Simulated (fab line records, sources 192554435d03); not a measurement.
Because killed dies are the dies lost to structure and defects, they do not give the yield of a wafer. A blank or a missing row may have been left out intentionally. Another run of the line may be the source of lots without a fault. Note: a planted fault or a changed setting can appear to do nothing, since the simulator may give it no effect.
Lot-split experiment -- flow n5 finfet -- 7 lots, 21 wafers read, on a route of 1938 steps

ON THE SPLIT
At N5_BEOL_M6_COAT_22 (resist thk 30 nm), the setting spin rpm was moved away from the recipe's 1500 rpm on 7 of the 21 wafers read, by -8.2% to +8.6%. All remaining wafers had this setting at the recipe value.

FROM THE SPLIT TO THE READING: what the file shows between them, 2 steps
- N5_BEOL_M6_EBR_24
- N5_BEOL_M6_SOFTBAKE_23: time 60 s

THE READING
CAR-EUV_of_BEOL_M6_COAT_22.thk nm (the simulator's own value, which no gauge read), in nm, at N5_BEOL_M6_DESCUM_33 (chemistry O2, time 7 s). The file does not state a usual value for it. Across the 14 wafers here that went through the recipe, the average is 26.0 nm and the standard deviation 0.11 nm.

wafer,"tool, chamber at the split","spin rpm as run, rpm",against the recipe,"CAR-EUV_of_BEOL_M6_COAT_22.thk nm, nm",against lot-mates on the recipe
L075.1,"litho track-04, 0",1500,recipe,26,-
L075.2,"litho track-04, 0",1500,recipe,26,-
L075.3,"litho track-04, 0",1500,recipe,26,-
L076.4,"litho track-03, 0",1500,recipe,26.2,-
L076.5,"litho track-03, 0",1629,+8.6%,25,-1.1
L076.6,"litho track-03, 0",1500,recipe,26,-
L080.1,"litho track-04, 0",1500,recipe,26,-
L080.2,"litho track-04, 0",1500,recipe,26,-
L080.5,"litho track-04, 0",1391,-7.3%,27.2,+1.2
L077.1,"litho track-03, 0",1377,-8.2%,27.6,+1.4
L077.3,"litho track-03, 0",1500,recipe,26.2,-
L077.6,"litho track-03, 0",1377,-8.2%,27.4,+1.2
L082.3,"litho track-04, 0",1500,recipe,26,-
L082.4,"litho track-04, 0",1617,+7.8%,25,-1.0
L082.6,"litho track-04, 0",1617,+7.8%,25,-1.0
L087.1,"litho track-02, 0",1500,recipe,25.8,-
L087.5,"litho track-02, 0",1500,recipe,25.8,-
L087.4,"litho track-02, 0",1500,recipe,26,-
L095.1,"litho track-02, 0",1500,recipe,26,-
L095.3,"litho track-02, 0",1500,recipe,26,-
L095.6,"litho track-02, 0",1556,+3.7%,25.6,-0.4

FIT RESULTS
A straight line over all 21 wafers: CAR-EUV_of_BEOL_M6_COAT_22.thk nm changes by -0.149 nm for each +1% of spin rpm; r = -0.98; the points scatter about the line by 0.15 nm.
The same after taking each lot's own level away (the mean of its wafers on the recipe; 21 wafers): -0.143 nm for each +1%; r = -0.99; scatter 0.088 nm.
That fit puts the effect of the largest move of spin rpm on the reading at 1.2 nm.
Across the lots, their own levels run from 25.87 to 26.20 nm, a range of 3.1 times the standard deviation given above.
So the lot-to-lot level changes the slope little: the two slopes agree.
Check: -1.21 nm against its lot-mates is what the line predicts for one of the wafers moved furthest among these (+8.6%) when that wafer is left out of the fit. It came out at -1.1 nm against them.

OTHER SPLITS ON THESE WAFERS
Note: prior to the reading, these wafers also went through further splits. Each is held against what the fit with the lots' levels taken away leaves over:
other split on the same wafers,wafers away from the commonest value,r with CAR-EUV_of_BEOL_M6_COAT_22.thk nm (lot level and that fit taken away)
N5_BEOL_M5_COAT_59 temp c,5,-0.01
N5_BEOL_M5_COAT_66 spin rpm,3,+0.33
N5_BEOL_M5_COAT_74 spin rpm,7,+0.12

THE WHOLE CHAIN: every reading that the file lists as answering this split, in the file's order
step,what it does,reading,change (the file's fit),r (the file's)
N5_BEOL_M6_COAT_22,resist thk 30 nm,"CAR-EUV_of_BEOL_M6_COAT_22.thk nm (the simulator's own value, which no gauge read)",-0.147 nm for each +1% of the setting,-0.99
N5_BEOL_M6_DESCUM_33,"chemistry O2, time 7 s","CAR-EUV_of_BEOL_M6_COAT_22.thk nm (the simulator's own value, which no gauge read)",-0.142 nm for each +1% of the setting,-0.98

THE FILE'S OWN FIT
CAR-EUV_of_BEOL_M6_COAT_22.thk nm changes by -0.142 nm for each +1% of spin rpm, r = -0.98.
